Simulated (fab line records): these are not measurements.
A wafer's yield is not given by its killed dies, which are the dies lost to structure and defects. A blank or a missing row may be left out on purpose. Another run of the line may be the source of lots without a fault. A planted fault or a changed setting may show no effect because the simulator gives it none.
fab line records -- flow n5_finfet
record: lots: 14, wafers: 42, last_day: 18
route steps=1938 shown BEOL_M10@1470
lots with no fault: from the same line, run without faults
start_h: start of the lot's first displayed wafer, in hours after the record's first day -- wait_h: hours elapsed since this lot's preceding step -- " unchanged from the row above -- L1.1+2: a single row standing in for several wafers -- - no value present, or no start provided -- * or withheld: withheld -- < > ~ a bound
route shown NAME@n: names a module that has steps shown in the file, with the first one's number in the route -- usual: the fault-free wafers' mean and standard deviation -- same: alike in all rows -- chamber/n: place in a boat -- sites: per-site readings -- _std_site: standard deviation of those values -- _edge_site: the outer-site mean with the inner-site mean subtracted -- radius_mm: for every site, how far away it sits from the centre of the wafer -- mask NAME#n: copy n -- behind: the tool/chamber that last shaped the wafer -- hold: reason for holding the lot/hours on hold/outcome of the hold -- device: which transistor (n, p or np) failed to switch -- end of line: the route-end tests of the same wafers -- step lacking rows: just its recipe -- killed: dies lost to structure and defects at the first sort, not the wafer's yield -- map: a wafer's dies, x killed, . not, _ none there
set.NAME: the run value of the setting; set.NAME@STEP: its run value at that earlier step -- model.NAME: the simulator's own value behind a step, which no gauge read
steps of the route over a sample of lots; a table a step, a row a wafer
services: when a tool's chamber went out of use (start_h, in hours from the record's first day, below 0 if earlier), for how many hours, and the reason
== steps ==
step: N5_BEOL_M10_ILD_DEP_00
recipe: material: SiCOH_lowk, target_thk_a: 3085.1, temp_c: 300, precursor: DEMS/porogen, pressure_torr: 5, rf_w: 500, time_s: 58
usual: chamber_pressure_Torr: 5.000/0.012, heater_power_outer_w: 142/29, heater_power_w: 294/48, showerhead_plenum_p_Torr: 5.733/0.024, throttle_valve_pct: 13.6/0.72
lot.wafer,tool,chamber,start_h,wait_h,chamber_pressure_Torr,heater_power_outer_w,heater_power_w,showerhead_plenum_p_Torr,throttle_valve_pct
L336.3,pecvd-02,2,219.14,0.0,5.020,72,195,5.741,14.0
L336.5,pecvd-02,1,219.14,0.0,5.010,138,322,5.733,13.6
L336.6,pecvd-02,0,219.14,0.0,4.986,159,304,5.723,13.6
L339.1,pecvd-03,1,243.39,0.0,4.996,138,287,5.745,14.3
L339.3,pecvd-03,0,243.39,0.0,5.007,139,318,5.687,13.8
L339.5,pecvd-03,0,243.39,0.0,5.008,145,330,5.686,13.7
L341.1,pecvd-04,2,245.92,0.0,4.992,124,263,5.775,13.0
L341.3,pecvd-04,0,245.92,0.0,4.997,125,244,5.745,15.2
L341.4,pecvd-04,1,245.92,0.0,4.981,134,281,5.713,13.5
L344.1,pecvd-04,1,284.70,0.0,5.006,123,251,5.701,13.5
L344.3,pecvd-04,2,284.70,0.0,4.992,150,295,5.747,12.8
L344.6,pecvd-04,2,284.70,0.0,4.984,149,306,5.774,13.1
L346.3,pecvd-02,2,310.43,0.0,5.009,95,225,5.731,14.4
L346.4,pecvd-02,1,310.43,0.0,4.976,204,399,5.714,12.6
L346.6,pecvd-02,0,310.43,0.0,4.994,134,275,5.734,13.8
L348.3,pecvd-03,0,310.77,0.0,5.004,158,322,5.684,13.7
L348.5,pecvd-03,1,310.77,0.0,5.006,156,322,5.748,14.1
L348.6,pecvd-03,0,310.77,0.0,5.006,159,335,5.694,13.8
L349.1,pecvd-02,0,314.39,0.0,5.002,148,281,5.743,13.7
L349.3,pecvd-02,1,314.39,0.0,5.011,151,335,5.712,13.2
L349.5,pecvd-02,1,314.39,0.0,5.004,160,350,5.728,12.6
L351.1,pecvd-02,1,317.41,0.0,5.024,154,339,5.728,12.8
L351.2,pecvd-02,0,317.41,0.0,4.984,114,244,5.754,13.7
L351.4,pecvd-02,1,317.41,0.0,5.023,162,355,5.714,13.1
L350.3,pecvd-02,2,317.56,0.0,4.998,91,220,5.737,14.2
L350.5,pecvd-02,1,317.56,0.0,4.993,184,380,5.720,13.0
L350.6,pecvd-02,0,317.56,0.0,4.988,109,238,5.744,13.9
L353.1,pecvd-02,1,327.45,0.0,5.010,199,397,5.712,12.8
L353.2,pecvd-02,2,327.45,0.0,4.997,101,222,5.746,14.1
L353.6,pecvd-02,1,327.45,0.0,4.982,199,407,5.726,12.6
L352.1,pecvd-04,0,328.25,0.0,4.991,138,273,5.754,15.5
L352.2,pecvd-04,2,328.25,0.0,5.011,102,239,5.756,12.8
L352.4,pecvd-04,1,328.25,0.0,4.997,144,288,5.719,13.3
L354.1,pecvd-02,2,339.70,0.0,4.991,102,236,5.739,14.2
L354.3,pecvd-02,0,339.70,0.0,4.993,122,250,5.757,13.6
L354.6,pecvd-02,0,339.70,0.0,5.003,130,254,5.744,13.5
L355.1,pecvd-02,1,340.42,0.0,4.996,207,396,5.727,13.0
L355.3,pecvd-02,2,340.42,0.0,5.009,107,243,5.740,14.1
L355.4,pecvd-02,0,340.42,0.0,4.998,161,307,5.744,13.7
L357.1,pecvd-03,2,365.49,0.0,4.973,191,343,5.763,12.8
L357.5,pecvd-03,0,365.49,0.0,5.002,142,320,5.677,13.9
L357.6,pecvd-03,1,365.49,0.0,5.010,163,324,5.746,14.1
step: N5_BEOL_M10_CURE_71
recipe: temp_c: 385, time_s: 240, ambient: He/Ar, material: SiCOH_lowk
usual: lamp_power_pct: 52.32/0.055, wafer_temp_C_max: 386.9/0.74
lot.wafer,tool,chamber,start_h,wait_h,lamp_power_pct,wafer_temp_C_max
L336.3,uv_cure-03,0,219.38,0.2,52.37,386.3
L336.5,uv_cure-03,0,219.38,0.2,52.37,386.7
L336.6,uv_cure-03,0,219.38,0.2,52.27,386.8
L339.1,uv_cure-01,2,243.47,0.0,52.35,387.3
L339.3,uv_cure-01,2,243.47,0.0,52.28,387.8
L339.5,uv_cure-01,2,243.47,0.0,52.36,389.0
L341.1,uv_cure-03,2,245.99,0.0,52.33,386.8
L341.3,uv_cure-03,2,245.99,0.0,52.31,386.4
L341.4,uv_cure-03,2,245.99,0.0,52.23,386.2
L344.1,uv_cure-03,1,284.80,0.1,52.27,388.6
L344.3,uv_cure-03,1,284.80,0.1,52.35,387.6
L344.6,uv_cure-03,1,284.80,0.1,52.47,387.9
L346.3,uv_cure-01,2,310.67,0.2,52.41,387.6
L346.4,uv_cure-01,2,310.67,0.2,52.23,387.2
L346.6,uv_cure-01,2,310.67,0.2,52.39,387.5
L348.3,uv_cure-03,1,311.01,0.2,52.29,387.0
L348.5,uv_cure-03,1,311.01,0.2,52.34,387.4
L348.6,uv_cure-03,1,311.01,0.2,52.32,387.3
L349.1,uv_cure-03,0,314.47,0.0,52.35,386.3
L349.3,uv_cure-03,0,314.47,0.0,52.40,387.0
L349.5,uv_cure-03,0,314.47,0.0,52.33,386.5
L351.1,uv_cure-01,0,317.49,0.0,52.34,386.5
L351.2,uv_cure-01,0,317.49,0.0,52.25,386.4
L351.4,uv_cure-01,0,317.49,0.0,52.34,386.8
L350.3,uv_cure-03,2,317.79,0.2,52.38,386.5
L350.5,uv_cure-03,2,317.79,0.2,52.35,386.5
L350.6,uv_cure-03,2,317.79,0.2,52.30,386.6
L353.1,uv_cure-02,0,327.52,0.0,52.27,387.4
L353.2,uv_cure-02,0,327.52,0.0,52.35,386.8
L353.6,uv_cure-02,0,329.12,1.6,52.37,386.7
L352.1,uv_cure-01,1,328.33,0.0,52.30,385.8
L352.2,uv_cure-01,1,328.33,0.0,52.27,386.4
L352.4,uv_cure-01,1,328.33,0.0,52.31,386.5
L354.1,uv_cure-01,0,339.78,0.0,52.23,386.4
L354.3,uv_cure-01,0,339.78,0.0,52.22,386.0
L354.6,uv_cure-01,0,339.78,0.0,52.31,385.9
L355.1,uv_cure-02,2,340.50,0.0,52.33,386.9
L355.3,uv_cure-02,2,340.50,0.0,52.35,386.6
L355.4,uv_cure-02,2,340.50,0.0,52.28,387.0
L357.1,uv_cure-01,1,365.57,0.0,52.28,386.1
L357.5,uv_cure-01,1,365.57,0.0,52.22,386.5
L357.6,uv_cure-01,1,365.57,0.0,52.26,386.0
step: N5_BEOL_M10_HM_DEP_02
recipe: material: TiN, target_thk_a: 200, temp_c: 25, chamber_pressure_pa: 0.49996
usual: chamber_pressure_pa: 0.5001/0.00092, substrate_temp_c: 25.00/0.11, throttle_valve_pct: 29.5/0.94
lot.wafer,tool,chamber,start_h,wait_h,chamber_pressure_pa,substrate_temp_c,throttle_valve_pct
L336.3,pvd_sputter-03,-,221.23,1.4,0.5018,25.11,32.1
L336.5,pvd_sputter-03,-,221.23,1.4,0.4972,25.19,29.8
L336.6,pvd_sputter-03,-,221.23,1.4,0.4992,25.20,31.9
L339.1,pvd_sputter-02,-,245.22,0.7,-,-,-
L339.3,pvd_sputter-02,-,245.22,0.7,-,-,-
L339.5,pvd_sputter-02,-,245.22,0.7,-,-,-
L341.1,pvd_sputter-01,-,248.19,1.6,-,-,-
L341.3,pvd_sputter-01,-,248.19,1.6,-,-,-
L341.4,pvd_sputter-01,-,248.19,1.6,-,-,-
L344.1,pvd_sputter-01,-,286.84,1.5,0.5004,24.97,30.0
L344.3,pvd_sputter-01,-,286.84,1.5,0.5010,25.05,28.8
L344.6,pvd_sputter-01,-,286.84,1.5,0.4997,24.95,30.3
L346.3,pvd_sputter-03,-,312.32,1.2,0.4992,25.09,29.5
L346.4,pvd_sputter-03,-,312.32,1.2,0.4998,24.95,31.8
L346.6,pvd_sputter-03,-,312.32,1.2,0.5006,25.10,29.2
L348.3,pvd_sputter-02,-,312.35,0.9,0.5020,25.00,27.7
L348.5,pvd_sputter-02,-,312.35,0.9,0.5009,25.03,27.7
L348.6,pvd_sputter-02,-,312.35,0.9,0.5019,24.76,30.0
L349.1,pvd_sputter-02,-,315.59,0.6,0.5012,25.12,28.7
L349.3,pvd_sputter-02,-,315.59,0.6,0.4996,25.07,29.9
L349.5,pvd_sputter-02,-,315.59,0.6,0.5011,25.02,29.8
L351.1,pvd_sputter-01,-,318.17,0.1,0.5001,25.09,30.0
L351.2,pvd_sputter-01,-,318.17,0.1,0.4990,25.06,30.3
L351.4,pvd_sputter-01,-,318.17,0.1,0.5012,25.00,28.5
L350.3,pvd_sputter-02,-,318.62,0.4,0.4996,24.92,27.5
L350.5,pvd_sputter-02,-,318.62,0.4,0.5018,25.01,30.2
L350.6,pvd_sputter-02,-,318.62,0.4,0.5003,24.97,27.6
L352.1,pvd_sputter-03,-,331.51,2.6,0.5002,24.99,29.9
L352.2,pvd_sputter-03,-,331.51,2.6,0.4994,25.00,29.5
L352.4,pvd_sputter-03,-,331.51,2.6,0.5005,25.02,32.1
L353.1,pvd_sputter-01,-,331.55,2.0,0.5001,25.02,29.6
L353.2,pvd_sputter-01,-,331.55,2.0,0.4995,24.93,30.2
L353.6,pvd_sputter-01,-,331.55,2.0,0.4996,24.96,28.5
L354.1,pvd_sputter-01,-,341.85,1.5,0.4989,25.00,29.3
L354.3,pvd_sputter-01,-,341.85,1.5,0.4990,24.88,30.3
L354.6,pvd_sputter-01,-,341.85,1.5,0.4995,25.08,29.6
L355.1,pvd_sputter-01,-,342.31,0.8,0.5003,24.97,30.4
L355.3,pvd_sputter-01,-,342.31,0.8,0.4988,24.91,29.9
L355.4,pvd_sputter-01,-,342.31,0.8,0.4995,25.10,29.6
L357.1,pvd_sputter-02,-,368.47,2.3,0.5018,24.97,28.5
L357.5,pvd_sputter-02,-,368.47,2.3,0.5007,24.90,29.6
L357.6,pvd_sputter-02,-,368.47,2.3,0.5001,25.04,27.7
step: N5_BEOL_M10_CD_MEAS_11
recipe: target_cd_nm: 64.1, landing_energy_ev: 500, detector: se_inlens, polarity: opening
usual: cd_nm: 64.1/0.46
lot.wafer,tool,chamber,start_h,wait_h,cd_nm
L336.3,cd_sem-03,0,221.74,-,63.5
L336.5,cd_sem-03,0,221.74,-,63.7
L336.6,cd_sem-03,0,221.74,-,64.1
L339.1,cd_sem-02,0,245.71,-,64.1
L339.3,cd_sem-02,0,245.71,-,64.1
L339.5,cd_sem-02,0,245.71,-,64.3
L341.1,cd_sem-01,0,248.69,-,64.0
L341.3,cd_sem-01,0,248.69,-,64.4
L341.4,cd_sem-01,0,248.69,-,64.1
L344.1,cd_sem-03,0,287.21,-,63.5
L344.3,cd_sem-03,0,287.21,-,64.4
L344.6,cd_sem-03,0,287.21,-,64.2
L346.3,cd_sem-02,0,312.82,-,65.3
L346.4,cd_sem-02,0,312.82,-,64.4
L346.6,cd_sem-02,0,312.82,-,64.1
L348.3,cd_sem-02,0,312.98,-,64.6
L348.5,cd_sem-02,0,312.98,-,64.6
L348.6,cd_sem-02,0,312.98,-,64.9
L349.1,cd_sem-02,0,316.09,-,63.5
L349.3,cd_sem-02,0,316.09,-,63.8
L349.5,cd_sem-02,0,316.09,-,64.2
L351.1,cd_sem-01,0,318.66,-,64.2
L351.2,cd_sem-01,0,318.66,-,64.0
L351.4,cd_sem-01,0,318.66,-,64.9
L350.3,cd_sem-03,0,319.12,-,64.6
L350.5,cd_sem-03,0,319.12,-,63.9
L350.6,cd_sem-03,0,319.12,-,64.0
L352.1,cd_sem-01,0,332.02,-,65.1
L352.2,cd_sem-01,0,332.02,-,64.4
L352.4,cd_sem-01,0,332.02,-,64.4
L353.1,cd_sem-01,0,332.18,-,64.1
L353.2,cd_sem-01,0,332.18,-,64.6
L353.6,cd_sem-01,0,332.18,-,64.0
L354.1,cd_sem-02,0,342.22,-,64.6
L354.3,cd_sem-02,0,342.22,-,64.1
L354.6,cd_sem-02,0,342.22,-,64.5
L355.1,cd_sem-01,0,342.80,-,63.9
L355.3,cd_sem-01,0,342.80,-,64.5
L355.4,cd_sem-01,0,342.80,-,64.1
L357.1,cd_sem-03,0,368.84,-,64.2
L357.5,cd_sem-03,0,368.84,-,63.3
L357.6,cd_sem-03,0,368.84,-,63.4
step: N5_BEOL_M10_HM_OPEN_17
recipe: chemistry: Cl2/BCl3, target_depth_a: 200, overetch_a: 60, target: TiN, mask_material: SOC, ion_energy_ev: 150, pressure_mtorr: 10, icp_w: 1000, bias_w: 126, Cl2_flow_sccm: 53.25, bcl3_flow_sccm: 21.75, Ar_flow_sccm: 25
usual: drypump_motor_current_A: 5.7/0.33, oes_product_au: 0.66/0.08, throttle_valve_pct: 22.19/0.28
lot.wafer,tool,chamber,start_h,wait_h,drypump_motor_current_A,oes_product_au,rf_hours_counter_h,throttle_valve_pct
L336.3,rie_metal-01,1,222.44,0.1,5.5,0.65,-,22.59
L336.5,rie_metal-01,1,222.44,0.1,5.5,0.65,-,22.57
L336.6,rie_metal-01,0,222.44,0.1,6.0,0.59,-,21.99
L339.1,rie_metal-03,1,246.07,0.0,5.4,0.34,8,22.34
L339.3,rie_metal-03,0,246.07,0.0,6.3,0.28,-,22.93
L339.5,rie_metal-03,1,246.07,0.0,5.4,0.35,-,22.33
L341.1,rie_metal-01,0,249.05,0.0,6.0,0.25,75,22.62
L341.3,rie_metal-01,0,249.05,0.0,6.0,0.25,-,22.63
L341.4,rie_metal-01,1,249.05,0.0,5.5,0.28,-,23.24
L344.1,rie_metal-02,1,287.57,0.0,5.9,0.60,78,22.36
L344.3,rie_metal-02,1,287.57,0.0,6.0,0.60,-,22.37
L344.6,rie_metal-02,0,287.57,0.0,5.3,0.80,-,21.98
L346.3,rie_metal-01,1,313.27,0.1,5.5,0.64,-,22.57
L346.4,rie_metal-01,0,313.27,0.1,6.0,0.58,-,22.01
L346.6,rie_metal-01,0,313.27,0.1,6.0,0.58,-,22.01
L348.3,rie_metal-02,1,313.72,0.1,5.9,0.59,-,22.38
L348.5,rie_metal-02,0,313.72,0.1,5.3,0.79,-,21.98
L348.6,rie_metal-02,1,313.72,0.1,5.9,0.59,-,22.38
L349.1,rie_metal-02,1,316.53,0.0,5.9,0.60,80,22.36
L349.3,rie_metal-02,0,316.53,0.0,5.3,0.79,-,21.96
L349.5,rie_metal-02,0,316.53,0.0,5.3,0.79,-,21.97
L351.1,rie_metal-01,0,319.02,0.0,5.9,0.58,80,22.00
L351.2,rie_metal-01,1,319.02,0.0,5.5,0.64,47,22.61
L351.4,rie_metal-01,1,319.02,0.0,5.5,0.63,-,22.61
L350.3,rie_metal-02,0,319.50,0.1,5.3,0.78,-,21.99
L350.5,rie_metal-02,0,319.50,0.1,5.3,0.78,-,21.99
L350.6,rie_metal-02,1,319.50,0.1,5.9,0.59,-,22.38
L352.1,rie_metal-03,1,332.39,0.0,5.4,0.74,16,21.72
L352.2,rie_metal-03,0,332.39,0.0,6.3,0.63,56,22.29
L352.4,rie_metal-03,0,332.39,0.0,6.3,0.63,-,22.30
L353.1,rie_metal-03,1,332.54,0.0,5.4,0.75,16,21.70
L353.2,rie_metal-03,0,332.54,0.0,6.3,0.63,57,22.30
L353.6,rie_metal-03,0,332.54,0.0,6.3,0.64,-,22.29
L354.1,rie_metal-02,1,342.68,0.0,5.9,0.59,81,22.38
L354.3,rie_metal-02,1,342.68,0.0,5.9,0.60,-,22.37
L354.6,rie_metal-02,0,342.68,0.0,5.3,0.78,-,21.99
L355.1,rie_metal-02,1,343.66,0.0,5.9,0.59,81,22.37
L355.3,rie_metal-02,1,343.66,0.0,5.9,0.59,-,22.39
L355.4,rie_metal-02,0,343.66,0.0,5.3,0.77,-,21.98
L357.1,rie_metal-01,0,369.22,0.0,6.0,0.57,84,22.01
L357.5,rie_metal-01,0,369.22,0.0,6.0,0.57,-,21.99
L357.6,rie_metal-01,1,369.22,0.0,5.5,0.62,-,22.64
step: N5_BEOL_M10_CD_MEAS_18
recipe: pitch_nm: 140, target_cd_nm: 70
usual: cd_nm: 70.0/0.44
lot.wafer,tool,chamber,start_h,wait_h,cd_nm
L336.3,cd_sem-03,-,222.59,0.1,69.4
L336.5,cd_sem-03,-,222.59,0.1,69.9
L336.6,cd_sem-03,-,222.59,0.1,69.5
L339.1,cd_sem-02,-,246.26,0.1,-
L339.3,cd_sem-02,-,246.26,0.1,-
L339.5,cd_sem-02,-,246.26,0.1,-
L341.1,cd_sem-01,-,249.23,0.0,-
L341.3,cd_sem-01,-,249.23,0.0,-
L341.4,cd_sem-01,-,249.23,0.0,-
L344.1,cd_sem-02,-,287.75,0.0,69.9
L344.3,cd_sem-02,-,287.75,0.0,70.4
L344.6,cd_sem-02,-,287.75,0.0,69.9
L346.3,cd_sem-03,-,313.45,0.1,70.4
L346.4,cd_sem-03,-,313.45,0.1,70.2
L346.6,cd_sem-03,-,313.45,0.1,69.6
L348.3,cd_sem-03,-,314.01,0.1,70.2
L348.5,cd_sem-03,-,314.01,0.1,70.5
L348.6,cd_sem-03,-,314.01,0.1,70.7
L349.1,cd_sem-03,-,316.72,0.1,70.0
L349.3,cd_sem-03,-,316.72,0.1,70.1
L349.5,cd_sem-03,-,316.72,0.1,70.1
L351.1,cd_sem-02,-,319.20,0.0,69.9
L351.2,cd_sem-02,-,319.20,0.0,69.6
L351.4,cd_sem-02,-,319.20,0.0,69.9
L350.3,cd_sem-03,-,319.66,0.1,69.7
L350.5,cd_sem-03,-,319.66,0.1,69.4
L350.6,cd_sem-03,-,319.66,0.1,69.4
L352.1,cd_sem-03,-,332.57,0.0,70.4
L352.2,cd_sem-03,-,332.57,0.0,69.7
L352.4,cd_sem-03,-,332.57,0.0,70.2
L353.1,cd_sem-02,-,332.73,0.1,70.0
L353.2,cd_sem-02,-,332.73,0.1,70.2
L353.6,cd_sem-02,-,332.73,0.1,69.8
L354.1,cd_sem-01,-,342.87,0.0,70.0
L354.3,cd_sem-01,-,342.87,0.0,69.7
L354.6,cd_sem-01,-,342.87,0.0,70.1
L355.1,cd_sem-02,-,343.87,0.0,70.0
L355.3,cd_sem-02,-,343.87,0.0,70.3
L355.4,cd_sem-02,-,343.87,0.0,69.6
L357.1,cd_sem-02,-,369.40,0.0,70.0
L357.5,cd_sem-02,-,369.40,0.0,69.4
L357.6,cd_sem-02,-,369.40,0.0,69.8
== services ==
tool,chamber,start_h,hours,kind
rie_metal-02,0,217.34,-,clean
rie_metal-02,0,217.34,20.8,scheduled_down
uv_cure-02,-,219.28,0.4,repair
uv_cure-03,-,223.90,1.0,pm
uv_cure-03,-,224.90,14.6,pm
pecvd-02,-,229.79,2.9,repair
uv_cure-02,-,229.93,6.0,pm
pecvd-02,1,242.70,-,clean
pecvd-02,1,242.70,29.5,scheduled_down
pecvd-02,1,242.70,29.5,vent_cycle
pecvd-04,-,247.94,0.7,repair
uv_cure-01,-,249.01,2.5,repair
uv_cure-03,-,258.60,0.5,repair
rie_metal-03,-,265.67,0.1,repair
uv_cure-01,-,266.11,6.0,pm
pecvd-02,1,272.20,5.5,scheduled_down
pecvd-02,2,284.83,5.0,scheduled_down
rie_metal-02,-,291.07,2.8,pm
uv_cure-03,-,331.88,0.3,repair
rie_metal-01,0,342.08,12.0,repair
pecvd-02,2,352.89,2.1,scheduled_down
uv_cure-02,-,354.84,2.1,pm
pecvd-02,2,355.77,5.5,scheduled_down
pecvd-02,-,357.71,14.6,pm
== key ==
first_sign: step: N5_BEOL_M10_HM_DEP_02, reading: tool_record, direction: missing
effect: step: N5_BEOL_M10_HM_OPEN_17, reading: oes_product_au, direction: down, sigmas: 4.5, usual: 0.66, struck: 0.29
effect: step: N5_BEOL_M10_CD_MEAS_18, reading: cd_nm, direction: missing
met_at N5_BEOL_M10_HM_DEP_02
struck_lots L339,L341
later_rows_left_out L339.1,L339.3,L339.5,L341.1,L341.3,L341.4
sort_left_out L339.1,L339.3,L339.5,L341.1,L341.3,L341.4
not_acting_at N5_BEOL_M10_ILD_DEP_00,N5_BEOL_M10_CURE_71,N5_BEOL_M10_CD_MEAS_11
fault: kind: skipped_step_whole, tool: pvd_sputter-01,pvd_sputter-02, chamber: -, onset_h: 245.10, steps: N5_BEOL_M10_HM_DEP_02, scope: struck_lots_only
sort_left_out: the simulated sort isn't trusted on such a fault, so these wafers' sort isn't shown, and their yield isn't known
later_rows_left_out: the simulator's readings of these wafers behind a module that went badly wrong aren't trusted and aren't shown, but for the sort
